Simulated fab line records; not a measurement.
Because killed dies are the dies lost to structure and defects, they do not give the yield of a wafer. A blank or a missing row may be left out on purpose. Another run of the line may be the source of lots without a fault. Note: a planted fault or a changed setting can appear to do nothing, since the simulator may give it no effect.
Which tool was responsible? :: flow n5 finfet :: 27 wafers from 9 lots sampled at 6 of the route's 1938 steps

WHAT THE GAUGES SHOWED, per wafer
N5_BEOL_M4_RC_MEAS_101.
lot: L502
measured: day 9 06:28
on: prober-01
DIBL_N (mV/V): 35.5 38.7 37.8

lot: L503
measured: day 9 10:19
on: prober-01
DIBL_N (mV/V): 36.4 34.4 35.7

lot: L505
measured: day 9 12:20
on: prober-01
DIBL_N (mV/V): 36.2 36.3 35.1

lot: L513
measured: day 12 00:41
on: prober-02
DIBL_N (mV/V): 34.5 36.2 36.8

lot: L515
measured: day 12 11:01
on: prober-01
DIBL_N (mV/V): 39.9 36.8 38.7

lot: L520
measured: day 13 18:05
on: prober-02
DIBL_N (mV/V): 39.0 37.2 37.0

lot: L521
measured: day 13 23:07
on: prober-02
DIBL_N (mV/V): 34.7 34.6 33.9

lot: L522
measured: day 14 03:29
on: prober-02
DIBL_N (mV/V): 35.8 34.8 35.5

lot: L525
measured: day 15 06:20
on: prober-02
DIBL_N (mV/V): 37.0 35.1 36.8

TOOL THAT RAN EACH LOT (tool first, then ch and the chambers of the sampled wafers, then the start)
lot: L502
N5_FIN_SAQP_PECVD_47: pecvd-04 ch 0,1,2, day 1 20:59
N5_FIN_SAQP_STRIP_55: rie diel-03 ch 0,1,2, day 1 22:01
N5_FIN_SAQP_RECESS_75: vapor etch-02 ch 0,1, day 1 22:20
N5_FIN_SAQP_MANDREL_ETCH_58: rie si-06 ch 0,2,3, day 1 23:59
N5_FIN_SAQP_RECESS_63: vapor etch-02 ch 0,1, day 2 00:04

lot: L503
N5_FIN_SAQP_PECVD_47: pecvd-01 ch 0,1,2, day 2 02:38
N5_FIN_SAQP_STRIP_55: rie diel-03 ch 1,3, day 2 04:01
N5_FIN_SAQP_RECESS_75: vapor etch-02 ch 0,1, day 2 04:20
N5_FIN_SAQP_MANDREL_ETCH_58: rie si-05 ch 1,3, day 2 05:49
N5_FIN_SAQP_RECESS_63: vapor etch-02 ch 1, day 2 05:54

lot: L505
N5_FIN_SAQP_PECVD_47: pecvd-04 ch 0,1, day 2 15:19
N5_FIN_SAQP_STRIP_55: rie diel-05 ch 0,2,3, day 2 16:50
N5_FIN_SAQP_RECESS_75: vapor etch-02 ch 0,1, day 2 17:11
N5_FIN_SAQP_MANDREL_ETCH_58: rie si-05 ch 0,1,3, day 2 18:44
N5_FIN_SAQP_RECESS_63: vapor etch-01 ch 0,1, day 2 18:49

lot: L513
N5_FIN_SAQP_PECVD_47: pecvd-03 ch 0,1,2, day 4 15:20
N5_FIN_SAQP_STRIP_55: rie diel-02 ch 2,3, day 4 16:37
N5_FIN_SAQP_RECESS_75: vapor etch-02 ch 0,1, day 4 16:56
N5_FIN_SAQP_MANDREL_ETCH_58: rie si-06 ch 0,3, day 4 20:04
N5_FIN_SAQP_RECESS_63: vapor etch-01 ch 0,1, day 4 20:09

lot: L515
N5_FIN_SAQP_PECVD_47: pecvd-03 ch 0,1,2, day 5 05:44
N5_FIN_SAQP_STRIP_55: rie diel-05 ch 0,2,3, day 5 06:52
N5_FIN_SAQP_RECESS_75: vapor etch-02 ch 0,1, day 5 07:11
N5_FIN_SAQP_MANDREL_ETCH_58: rie si-05 ch 1,3, day 5 09:04
N5_FIN_SAQP_RECESS_63: vapor etch-01 ch 0,1, day 5 09:08

lot: L520
N5_FIN_SAQP_PECVD_47: pecvd-01 ch 0,1, day 6 09:12
N5_FIN_SAQP_STRIP_55: rie diel-02 ch 0,1,3, day 6 10:40
N5_FIN_SAQP_RECESS_75: vapor etch-01 ch 0,1, day 6 10:59
N5_FIN_SAQP_MANDREL_ETCH_58: rie si-06 ch 0,1,3, day 6 12:29
N5_FIN_SAQP_RECESS_63: vapor etch-02 ch 0,1, day 6 12:34

lot: L521
N5_FIN_SAQP_PECVD_47: pecvd-04 ch 0,1,2, day 6 15:47
N5_FIN_SAQP_STRIP_55: rie diel-05 ch 1,2,3, day 6 16:55
N5_FIN_SAQP_RECESS_75: vapor etch-01 ch 0,1, day 6 17:14
N5_FIN_SAQP_MANDREL_ETCH_58: rie si-06 ch 1,2,3, day 6 18:51
N5_FIN_SAQP_RECESS_63: vapor etch-02 ch 0, day 6 18:56

lot: L522
N5_FIN_SAQP_PECVD_47: pecvd-04 ch 1,2, day 6 22:02
N5_FIN_SAQP_STRIP_55: rie diel-03 ch 1,2,3, day 6 23:04
N5_FIN_SAQP_RECESS_75: vapor etch-01 ch 0,1, day 6 23:23
N5_FIN_SAQP_MANDREL_ETCH_58: rie si-06 ch 1,2,3, day 7 00:52
N5_FIN_SAQP_RECESS_63: vapor etch-02 ch 0,1, day 7 00:57

lot: L525
N5_FIN_SAQP_PECVD_47: pecvd-03 ch 1, day 7 15:03
N5_FIN_SAQP_STRIP_55: rie diel-05 ch 0,1,3, day 7 16:08
N5_FIN_SAQP_RECESS_75: vapor etch-01 ch 0,1, day 7 16:32
N5_FIN_SAQP_MANDREL_ETCH_58: rie si-05 ch 0,1,2, day 7 18:07
N5_FIN_SAQP_RECESS_63: vapor etch-02 ch 1, day 7 18:11
- N5_FIN_SAQP_PECVD_47: deposits a-Si from SiH4/He, target thk 45 nm, time 36.3 s.
- N5_FIN_SAQP_STRIP_55: strips in N2/H2.
- N5_FIN_SAQP_RECESS_75: chemistry HF/NH3, target SiO2, target depth 14.4 nm, afs cycles 3, sublimation time 60 s.
- N5_FIN_SAQP_MANDREL_ETCH_58: etches a-Si in HBr/Cl2, stops on SiNx, target depth 45 nm, bt time 10 s, time 27 s.
- N5_FIN_SAQP_RECESS_63: chemistry HF/NH3, target SiO2, target depth 18 nm, afs cycles 3, sublimation time 60 s.

THE ANSWER, worked out from the rows above alone
Rule: the usual values come from the lots themselves. The widest of any qualifying gaps counts: lots, ordered by their means at a reading, are off when they make up no more than a third of the lots, leave a main group of 4 or more, and stand apart from it by 3 or more times the standard deviation of that group's means. A main group whose means are all the same, to the digits that the tables above print for the reading, isn't used. A lot without any number at a reading at which 4 lots or more have one is off too. Any other lot the step has rows for is counted as sound.
Nothing can be told from this: no lot is off at any reading shown.

WHAT THE SIMULATOR PUT IN
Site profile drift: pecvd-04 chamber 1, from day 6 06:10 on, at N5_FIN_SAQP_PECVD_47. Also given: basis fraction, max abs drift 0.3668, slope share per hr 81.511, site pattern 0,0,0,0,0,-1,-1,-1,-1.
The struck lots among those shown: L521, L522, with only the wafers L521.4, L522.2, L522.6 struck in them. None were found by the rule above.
